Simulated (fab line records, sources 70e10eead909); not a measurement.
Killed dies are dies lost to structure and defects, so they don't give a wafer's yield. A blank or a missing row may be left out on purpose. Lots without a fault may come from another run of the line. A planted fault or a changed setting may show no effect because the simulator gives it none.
fab line records | flow nand_harc
record lots=7 wafers=21 last_day=33
route steps=1302 shown A_ZERO_WELL@412 A_SOURCE_PLATE@413 A_ONON_D1@424 END@1302
lots that met no fault: from a run of the same line without faults
start_h: hours from the record's first day to the start of the lot's first wafer shown | wait_h: hours since the lot's step before | " the same as in the row above | L1.1+2: a row that stands for several wafers | - no value, or no start given | * or withheld: withheld | < > ~ a bound
route shown NAME@n: a module of which the file shows steps, and the number in the route of the first | usual: mean/standard deviation of fault-free wafers | same: alike in all rows | chamber/n: place in a boat | sites: the reading at each site | _std_site: their standard deviation | _edge_site: outer sites' mean less inner sites' | radius_mm: how far each site lies from the wafer's centre | mask NAME#n: copy n | behind: the tool/chamber that last shaped the wafer | hold: why the lot was held/for how many hours/how that ended | device: the transistor (n, p or np) that didn't switch | end of line: the same wafers' tests at the end of the route | a step without rows: its recipe alone | killed: dies lost to structure and defects at the first sort, not the wafer's yield | map: a wafer's dies, x killed, . not, _ none there
set.NAME: the setting as run; set.NAME@STEP: as run at that earlier step | model.NAME: the simulator's own value behind a step, which no gauge read
lots at some steps of the route; a table a step, a row a wafer
services: from which hour (start_h, from the record's first day; less than 0 if before it) a tool's chamber was out of use, for how many hours, and why
## steps
# step NHARC_A_ZERO_WELL_INSPECT_17
# usual raw_defect_count=10/4.8
# columns lot.wafer tool chamber start_h wait_h raw_defect_count
L765.1 defect_inspect-02 - 145.33 0.2 6
L765.2 " - " " 12
L765.5 " - " " 9
L773.1 defect_inspect-02 - 238.36 0.2 5
L773.5 " - " " 6
L773.6 " - " " 12
L780.2 defect_inspect-01 - 307.65 0.1 14
L780.3 " - " " 6
L780.6 " - " " 7
L781.2 defect_inspect-01 - 309.89 0.1 6
L781.5 " - " " 7
L781.6 " - " " 5
L783.1 defect_inspect-01 - 326.64 0.2 10
L783.3 " - " " 4
L783.5 " - " " 22
L786.2 defect_inspect-01 - 371.19 0.1 5
L786.4 " - " " 11
L786.5 " - " " 9
L787.4 defect_inspect-02 - 374.56 0.1 12
L787.5 " - " " 7
L787.6 " - " " 7
# step NHARC_A_SOURCE_PLATE_PRECLEAN_00
# recipe time_s=60 chemistry=HF-LAST
# step NHARC_A_SOURCE_PLATE_SRD_01
# step NHARC_A_SOURCE_PLATE_OXIDE_02
# recipe target_thk_a=100 temp_c=900 ox_time_s=1362 material=SiO2
# step NHARC_A_SOURCE_PLATE_THK_MEAS_09
# recipe thk_meas_gauge=ellipsometry
# usual thk_nm=9.8/0.95
# columns lot.wafer tool chamber start_h wait_h thk_nm
L765.1 film_metro-02 - 152.72 0.4 9.7
L765.2 " - " " 11.5
L765.5 " - " " 9.6
L773.1 film_metro-02 - 247.95 0.4 9.8
L773.5 " - " " 9.2
L773.6 " - " " 8.3
L780.2 film_metro-01 - 316.04 0.4 9.7
L780.3 " - " " 8.8
L780.6 " - " " 11.1
L781.2 film_metro-02 - 316.04 0.4 7.6
L781.5 " - " " 9.1
L781.6 " - " " 9.9
L783.1 film_metro-02 - 333.21 0.4 10.9
L783.3 " - " " 10.1
L783.5 " - " " 9.5
L786.2 film_metro-01 - 377.99 0.4 9.4
L786.4 " - " " 8.5
L786.5 " - " " 8.6
L787.4 film_metro-01 - 382.33 0.4 11.0
L787.5 " - " " 9.7
L787.6 " - " " 10.3
# step NHARC_A_SOURCE_PLATE_PVD_04
# recipe target_thk_a=500 material=WSi2
# step NHARC_A_SOURCE_PLATE_CVD_03
# recipe target_thk_a=2000 temp_c=620 pressure_mtorr=200 time_s=4000 material=poly-Si
# step NHARC_A_SOURCE_PLATE_ANNEAL_05
# recipe temp_c=850 time_s=1800
# step NHARC_A_SOURCE_PLATE_THK_MEAS_06
# recipe thk_meas_gauge=ellipsometry
# usual thk_nm=199.4/2
# columns lot.wafer tool chamber start_h wait_h thk_nm
L765.1 film_metro-02 - 165.70 0.4 197.2
L765.2 " - " " 196.9
L765.5 " - " " 201.9
L773.1 film_metro-02 - 261.06 0.4 202.5
L773.5 " - " " 203.9
L773.6 " - " " 202.6
L780.2 film_metro-01 - 328.88 0.4 199.7
L780.3 " - " " 199.9
L780.6 " - " " 198.8
L781.2 film_metro-02 - 328.88 0.4 201.3
L781.5 " - " " 200.2
L781.6 " - " " 198.3
L783.1 film_metro-01 - 346.41 0.4 198.1
L783.3 " - " " 197.8
L783.5 " - " " 201.4
L786.2 film_metro-02 - 390.99 0.4 197.1
L786.4 " - " " 199.6
L786.5 " - " " 195.7
L787.4 film_metro-01 - 395.68 0.4 200.0
L787.5 " - " " 199.9
L787.6 " - " " 200.5
# step NHARC_A_SOURCE_PLATE_INSPECT_08
# usual raw_defect_count=56/25
# columns lot.wafer tool chamber start_h wait_h raw_defect_count
L765.1 defect_inspect-01 - 165.81 0.0 47
L765.2 " - " " 21
L765.5 " - " " 73
L773.1 defect_inspect-01 - 261.14 0.0 40
L773.5 " - " " 57
L773.6 " - " " 73
L781.2 defect_inspect-02 - 328.94 0.0 51
L781.5 " - " " 31
L781.6 " - " " 48
L780.2 defect_inspect-01 - 328.94 0.0 142
L780.3 " - " " 116
L780.6 " - " " 115
L783.1 defect_inspect-01 - 346.48 0.0 18
L783.3 " - " " 29
L783.5 " - " " 50
L786.2 defect_inspect-01 - 391.07 0.0 49
L786.4 " - " " 61
L786.5 " - " " 59
L787.4 defect_inspect-02 - 395.75 0.0 52
L787.5 " - " " 40
L787.6 " - " " 71
# step NHARC_A_ONON_D1_DEP_00
# recipe target_thk_a=10000 n2_flow_sccm=2750 n2o_flow_sccm=2000 nh3_flow_sccm=500 sih4_flow_sccm=210 temp_c=400
# usual n2_flow_sccm=2750/7.9 n2o_flow_sccm=2000/6
# columns lot.wafer tool chamber start_h wait_h n2_flow_sccm n2o_flow_sccm
L765.1 pecvd_onon-02 0 165.88 0.1 2750 1999
L765.2 " 0 " " 2765 2002
L765.5 " 0 " " 2751 2007
L773.1 pecvd_onon-02 0 261.21 0.1 2740 1995
L773.5 " 0 " " 2759 1996
L773.6 " 0 " " 2754 1995
L780.2 pecvd_onon-03 - 329.06 0.1 - -
L780.3 " - " " - -
L780.6 " - " " - -
L781.2 pecvd_onon-01 - 329.07 0.1 - -
L781.5 " - " " - -
L781.6 " - " " - -
L783.1 pecvd_onon-02 - 346.54 0.1 - -
L783.3 " - " " - -
L783.5 " - " " - -
L786.2 pecvd_onon-02 0 391.20 0.1 2759 1995
L786.4 " 0 " " 2747 2000
L786.5 " 0 " " 2762 1999
L787.4 pecvd_onon-02 0 395.98 0.2 2745 2004
L787.5 " 0 " " 2736 1999
L787.6 " 0 " " 2745 2002
# step NHARC_END_SORT_01
# recipe temp_c=25
# usual defect_limited_yield=92.4/2.2 killed_at_array=46/15 killed_at_other=1.0/1.3 killed_at_periphery=4/3 killed_dies=51/15 killed_open=3.2/1.8 killed_short=2.5/1.5 sort_bin_2_pct=2.7/1.1 sort_bin_3_pct=0.6/0.34 sort_bin_4_pct=4.3/1.3 sort_n_pass=626/15 sort_rim_yield_pct=89/4.4 sort_yield_pct=92.4/2.2
# same gross_dies=677 sort_bin_5_pct[%]=0 sort_bin_6_pct[%]=0 sort_bin_7_pct[%]=0 sort_bin_8_pct[%]=0 sort_rim_n_gross=106.00
# columns lot.wafer tool chamber start_h wait_h defect_limited_yield[%] killed_at_array killed_at_other killed_at_periphery killed_dies killed_open killed_short sort_bin_2_pct[%] sort_bin_3_pct[%] sort_bin_4_pct[%] sort_n_pass sort_rim_yield_pct[%] sort_yield_pct[%]
L765.1 prober-02 0 612.28 2.5 94.8 31 2 2 35 1 3 1.3 0.4 3.4 642 88 94.8
L765.2 prober-02 0 613.08 2.8 91.4 56 1 1 58 3 1 2.8 1.2 4.6 619 98 91.4
L765.5 prober-02 0 615.48 3.7 90.3 64 1 1 66 4 2 4.3 0.4 5.0 611 93 90.3
L787.4 prober-02 0 788.42 3.4 92.3 49 0 3 52 3 3 1.5 0.4 5.8 625 91 92.3
L787.5 prober-02 0 789.23 3.7 94.5 33 0 4 37 3 0 2.4 0.7 2.4 640 88 94.5
L787.6 prober-02 0 790.04 4.0 93.5 41 0 3 44 1 3 2.5 0.3 3.7 633 89 93.5
L786.2 prober-01 0 794.51 2.8 91.6 55 0 2 57 3 1 3.7 0.6 4.1 620 87 91.6
L786.4 prober-01 0 796.10 3.4 89.8 65 1 3 69 4 1 4.6 0.6 5.0 608 84 89.8
L786.5 prober-01 0 796.89 3.7 90.4 64 1 0 65 3 3 4.4 0.4 4.7 612 84 90.4
# killed by level:class
L765.1 A_CHANNEL_HOLE_D2:chamber_film_flake=11 A_CHANNEL_HOLE_D1:chamber_film_flake=10 A_STAIRCASE:chamber_film_flake=3 THIN_TSV:chamber_film_flake=2 A_WL_FILL:chamber_film_flake=2 A_CONTACT:chamber_film_flake=2 P_GATE:geometric_particle:open=1 A_CHANNEL_FILL_D1:geometric_particle:short=1
L765.2 A_CHANNEL_HOLE_D2:chamber_film_flake=26 A_CHANNEL_HOLE_D1:chamber_film_flake=20 A_WL_FILL:chamber_film_flake=5 A_CONTACT:chamber_film_flake=2 P_CONTACT:geometric_particle:open=1 A_CHANNEL_HOLE_D1:geometric_particle:open=1 A_ONON_D2:geometric_particle:open=1 A_WL_FILL:geometric_particle:short=1
L765.5 A_CHANNEL_HOLE_D1:chamber_film_flake=28 A_CHANNEL_HOLE_D2:chamber_film_flake=22 A_CONTACT:chamber_film_flake=7 P_STI:geometric_particle:short=1 A_SOURCE_PLATE:geometric_particle:short=1 A_ONON_D1:geometric_particle:open=1 A_CHANNEL_FILL_D1:geometric_particle:open=1 A_CONTACT:geometric_particle:open=1
L787.4 A_CHANNEL_HOLE_D2:chamber_film_flake=22 A_CONTACT:chamber_film_flake=11 A_SLIT:chamber_film_flake=5 A_WL_FILL:geometric_particle:short=3 A_WL_FILL:chamber_film_flake=2 A_M0:chamber_film_flake=2 P_GATE:geometric_particle:open=1 P_M2:geometric_particle:open=1
L787.5 A_CHANNEL_HOLE_D2:chamber_film_flake=21 A_SLIT:chamber_film_flake=4 A_SGD_CUT:chamber_film_flake=2 A_WL_FILL:chamber_film_flake=2 P_CONTACT:geometric_particle:open=1 A_CHANNEL_FILL_D1:geometric_particle:open=1 A_M0:geometric_particle:open=1 P_ZERO_WELL:chamber_film_flake=1
L787.6 A_CHANNEL_HOLE_D2:chamber_film_flake=22 A_SLIT:chamber_film_flake=5 P_ZERO_WELL:chamber_film_flake=2 A_SGD_CUT:chamber_film_flake=2 A_WL_FILL:chamber_film_flake=2 A_BLC:chamber_film_flake=2 A_M0:chamber_film_flake=2 P_M0:geometric_particle:open=1
L786.2 A_CHANNEL_HOLE_D2:chamber_film_flake=24 A_SLIT:chamber_film_flake=12 A_CONTACT:chamber_film_flake=7 A_CHANNEL_HOLE_D1:chamber_film_flake=5 A_CHANNEL_FILL_D2:chamber_film_flake=3 P_M0:geometric_particle:open=1 A_CHANNEL_HOLE_D2:geometric_particle:short=1 A_SGD_CUT:geometric_particle:open=1
L786.4 A_CHANNEL_HOLE_D2:chamber_film_flake=24 A_SLIT:chamber_film_flake=17 A_CONTACT:chamber_film_flake=12 A_CHANNEL_FILL_D2:chamber_film_flake=4 A_CHANNEL_HOLE_D1:chamber_film_flake=3 A_BONDPAD:chamber_film_flake=2 P_GATE:geometric_particle:open=1 P_M0:geometric_particle:open=1
L786.5 A_CHANNEL_HOLE_D2:chamber_film_flake=17 A_SLIT:chamber_film_flake=16 A_CHANNEL_HOLE_D1:chamber_film_flake=11 A_CONTACT:chamber_film_flake=6 A_CHANNEL_FILL_D2:chamber_film_flake=3 A_BONDPAD:chamber_film_flake=3 A_ONON_D1:geometric_particle:short=1 A_CHANNEL_FILL_D1:geometric_particle:open=1
## services
# columns tool chamber start_h hours kind
pecvd_onon-02 - 185.00 13.0 pm
pecvd_onon-03 - 227.07 13.0 pm
pecvd_onon-01 - 269.00 13.0 pm
pecvd_onon-02 - 366.00 13.0 pm
## key
first_sign step=NHARC_A_ONON_D1_DEP_00 reading=tool_record direction=missing
effect none on later readings
met_at NHARC_A_ONON_D1_DEP_00
struck_wafers L780.2,L780.3,L780.6,L781.2,L781.5,L781.6,L783.1,L783.3,L783.5
scrapped_behind NHARC_A_ONON_D1_THK_MEAS_02 L780.2,L780.3,L780.6,L781.2,L781.5,L781.6,L783.1,L783.3,L783.5
onset_between 261.21 329.06
fault kind=skipped_step_whole tool=pecvd_onon-01,pecvd_onon-02,pecvd_onon-03 chamber=- onset_h=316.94 steps=NHARC_A_ONON_D1_DEP_00 scope=struck_lots_only
